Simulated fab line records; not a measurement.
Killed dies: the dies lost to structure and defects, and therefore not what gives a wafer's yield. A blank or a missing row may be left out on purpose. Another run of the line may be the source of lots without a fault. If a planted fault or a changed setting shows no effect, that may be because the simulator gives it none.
Chamber matching ; flow n5 finfet ; thermal cvd si-02 running N5_HKMG_FIN_CVD_62: 3 sister chambers
The step deposits a-Si from Si2H6, target thk 3 nm, time 20.8 s. 20 wafers are shown with their chamber, then 10 later ones without.

== WAFERS PAIRED WITH THEIR CHAMBERS ==
wafer;chamber;heater power w (W)
L075.1;0;1508
L075.4;1;1434
L075.5;0;1513
L077.1;2;1347
L077.2;1;1465
L077.4;0;1529
L079.1;0;1447
L079.3;2;1350
L079.5;1;1457
L081.1;2;1322
L081.3;0;1508
L081.6;2;1385
L085.2;1;1463
L085.5;2;1377
L085.6;0;1507
L087.2;2;1330
L087.4;1;1485
L087.6;0;1515
L091.4;0;1507
L091.5;1;1444

SIGNATURES, as means of the wafers listed above
reading;chamber 0;chamber 1;chamber 2;scatter within a chamber
heater power w;1504.25;1458.00;1351.83;22.8
Rule: for a wafer and a chamber, the distance is found by dividing, reading by reading, the gap between the wafer's reading and the chamber's mean by the reading's scatter, squaring, summing and taking the root. If the next closest chamber is less than 2 further off than the closest, the wafer can't be placed; otherwise it belongs to the closest. The scatter: take each reading less its chamber's mean, square it, sum over the shown wafers, divide by the number of wafers less the number of chambers, and take the root.

== WAFERS WHOSE CHAMBER IS MISSING ==
wafer;heater power w (W)
L091.6;1349
L093.1;1346
L093.3;1496
L093.4;1474
L094.1;1438
L094.3;1452
L094.6;1518
L097.1;1466
L097.4;1495
L097.6;1442

== THE CHAMBER EACH PASSED THROUGH ==
wafer;from the rows above;in truth
L091.6;2;2
L093.1;2;2
L093.3;can't be placed: 0 or 1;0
L093.4;can't be placed: 1 or 0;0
L094.1;1;1
L094.3;1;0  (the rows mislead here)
L094.6;0;0
L097.1;can't be placed: 1 or 0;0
L097.4;can't be placed: 0 or 1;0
L097.6;1;1
Correctly placed: 5 of 10. Can't be placed from these rows: 4 (the true chamber is among the candidates in 4). 1 placed wrongly.
